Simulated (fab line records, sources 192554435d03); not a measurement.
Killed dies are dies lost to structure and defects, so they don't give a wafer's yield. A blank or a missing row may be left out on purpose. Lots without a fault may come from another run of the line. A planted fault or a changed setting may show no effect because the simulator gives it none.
Chamber matching | flow n5_finfet | N5_SPACER0_ALD_08 on ald_sin-02: 4 sister chambers
The step deposits SiNx, target thk 2 nm. 20 wafers are shown with their chamber, then 10 later ones without.

WAFERS WITH THEIR CHAMBER
wafer  | chamber | heater_power_w (W)
L076.1 | 0       | 711
L076.4 | 3       | 871
L076.5 | 0       | 722
L078.1 | 2       | 868
L078.5 | 3       | 880
L078.6 | 0       | 731
L079.1 | 3       | 880
L079.2 | 1       | 834
L079.3 | 0       | 725
L080.1 | 2       | 881
L080.3 | 3       | 849
L080.6 | 2       | 871
L082.3 | 2       | 887
L082.4 | 3       | 876
L082.6 | 2       | 885
L083.2 | 3       | 856
L083.4 | 1       | 842
L083.6 | 3       | 846
L086.2 | 2       | 883
L086.3 | 0       | 721

SIGNATURES (means of the wafers above)
reading        | chamber 0 | chamber 1 | chamber 2 | chamber 3 | scatter within a chamber
heater_power_w | 722.00    | 838.00    | 879.17    | 865.43    | 10.8
Rule: a wafer's distance from a chamber is the root of the sum, over the readings, of the square of ((its reading less the chamber's mean) divided by the reading's scatter). The wafer belongs to the nearest chamber; if the next one is less than 2 further off, it can't be placed. The scatter: the root of (the sum of the squares of (reading less its chamber's mean) over the shown wafers, divided by (wafers less chambers)).

WAFERS WITHOUT THEIR CHAMBER
wafer  | heater_power_w (W)
L086.5 | 869
L089.1 | 889
L089.5 | 743
L089.6 | 885
L096.1 | 856
L096.4 | 889
L096.5 | 856
L097.1 | 889
L097.5 | 839
L097.6 | 881

WHICH CHAMBER EACH WENT THROUGH
wafer  | from the rows above          | in truth
L086.5 | can't be placed: 3 or 2      | 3
L089.1 | can't be placed: 2 or 3      | 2
L089.5 | 0                            | 0
L089.6 | can't be placed: 2 or 3      | 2
L096.1 | can't be placed: 3 or 1 or 2 | 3
L096.4 | can't be placed: 2 or 3      | 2
L096.5 | can't be placed: 3 or 1 or 2 | 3
L097.1 | can't be placed: 2 or 3      | 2
L097.5 | 1                            | 1
L097.6 | can't be placed: 2 or 3      | 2
Placed correctly: 2 of 10. Can't be placed from these rows: 8 (the true chamber is among the candidates in 8). Placed wrongly: 0.
